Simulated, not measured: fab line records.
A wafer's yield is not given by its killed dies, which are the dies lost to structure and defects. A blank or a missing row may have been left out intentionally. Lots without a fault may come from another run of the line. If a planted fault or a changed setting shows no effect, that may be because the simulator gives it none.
Which tool did it? :: flow n5Finfet :: at 1 step of a route of 1938, 10 lots with 30 wafers sampled

## WHAT EACH GAUGE READ, for each wafer
N5_WELL_APT_INSPECT_27: inspects for defects (macro).
lot: L667
measured: day 1 14:44
on: defectInspect-02
rawDefectCount: 0 1 3

lot: L669
measured: day 2 03:01
on: defectInspect-02
rawDefectCount: 3 1 4

lot: L672
measured: day 2 21:40
on: defectInspect-02
rawDefectCount: 2 2 8

lot: L673
measured: day 3 03:36
on: defectInspect-02
rawDefectCount: 3 1 5

lot: L678
measured: day 4 08:53
on: defectInspect-01
rawDefectCount: 2 3 2

lot: L681
measured: day 5 03:17
on: defectInspect-02
rawDefectCount: 5 2 4

lot: L687
measured: day 6 15:10
on: defectInspect-02
rawDefectCount: 3 1 0

lot: L688
measured: day 6 21:06
on: defectInspect-02
rawDefectCount: 1 2 2

lot: L689
measured: day 7 02:52
on: defectInspect-01
rawDefectCount: 1 1 1

lot: L690
measured: day 7 08:45
on: defectInspect-01
rawDefectCount: 1 3 5

## TOOL THAT RAN EACH LOT (tool first, then ch and the chambers of the sampled wafers, then the start)
No process step before these readings appears in the record.

## THE ANSWER, worked out from the rows above alone
Rule: what is usual is taken from the lots themselves. Put in order of their means at a reading, lots are off if they are a third of the lots or fewer, leave a main group of 4 or more, and stand apart from it by a gap of 3 or more times the standard deviation of the main group's means; of several such gaps the widest counts. A main group whose means are all the same, to the digits that the tables above print for the reading, isn't used. Also off: a lot with no number at a reading for which 4 or more lots have one. Where the step has rows for the other lots, those lots are counted as sound.
Across all readings shown, no lot is off: no conclusion can be drawn from this.

## WHAT THE SIMULATOR HAD INSERTED
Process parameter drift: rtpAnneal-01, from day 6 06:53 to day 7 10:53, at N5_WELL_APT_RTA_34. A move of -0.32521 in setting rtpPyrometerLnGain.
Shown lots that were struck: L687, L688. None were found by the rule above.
